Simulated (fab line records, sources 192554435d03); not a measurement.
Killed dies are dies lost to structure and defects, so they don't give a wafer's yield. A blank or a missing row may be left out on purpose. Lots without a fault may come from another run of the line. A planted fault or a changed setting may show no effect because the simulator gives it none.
Problem report in the 8D (eight disciplines) form, filled by code | flow n5_finfet | the parts of the form that need people (team, actions taken, sign-off) are left out

1. THE PROBLEM
spin_speed_rpm at N5_BEOL_M6_COAT_22 reads a mean of 1431.8 rpm on 9 wafers of 3 lots; wafers without a fault read 1500.0 rpm with a standard deviation of 0.86. That is -79 standard deviations from the usual mean.
The step: resist thk 30 nm.
First seen on wafer L887.1, day 11 06:29, on litho_track-01. The record holds 15 wafers of 5 lots with a number at this step. Rule for "out", or "out of limits": more than 4 standard deviations from the usual mean. The other wafers with a number count as sound.

2. WHAT IT IS AND WHAT IT IS NOT
question                    | is                     | is not
which readings at this step | spin_speed_rpm         | -
which lots                  | L887, L889, L890       | L896, L901
which wafers of those lots  | all that have a number | -
read on which tools         | litho_track-01         | litho_track-05
when                        | from day 11 06:29      | up to then (0 sound wafers); but 6 sound wafers of L896, L901 came after

3. SUSPECTS, AND WHAT RULES EACH OUT
Counting: a tool at a process step up to the reading stays a suspect if it ran every lot that is out and no sound lot after the first of them.
- litho_track-01 at N5_BEOL_M6_COAT_22 (resist thk 30 nm): ruled out as a lasting fault. Sound lots L901 ran on it after its first lot that is out, L887 (day 11 06:29).
Left after counting: nothing in the record.

4. THE CAUSE (what the simulator had put in)
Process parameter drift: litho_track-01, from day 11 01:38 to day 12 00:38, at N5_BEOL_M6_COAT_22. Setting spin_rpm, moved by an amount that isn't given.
Counting ruled it out, wrongly.

5. THE CHAIN OF EFFECTS, in route order
Each row: a reading whose mean over the struck wafers that have a number lies more than 3 standard deviations from the usual. Only readings for which the record gives a usual standard deviation are gone through. hours: the time from each lot's start at the first step in this table that gives one to its start at this step, as a median over the lots. sigmas: the change in usual standard deviations.
hours | step               | reading        | usual      | on struck wafers | change | sigmas
0     | N5_BEOL_M6_COAT_22 | spin_speed_rpm | 1500.0 rpm | 1431.8           | -68.2  | -79
The process steps in it:
- N5_BEOL_M6_COAT_22: resist thk 30 nm.

6. WHAT WOULD HAVE CAUGHT IT SOONER
In this record the first reading out of limits was taken at day 11 06:29, 5 hours after the fault began at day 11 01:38.
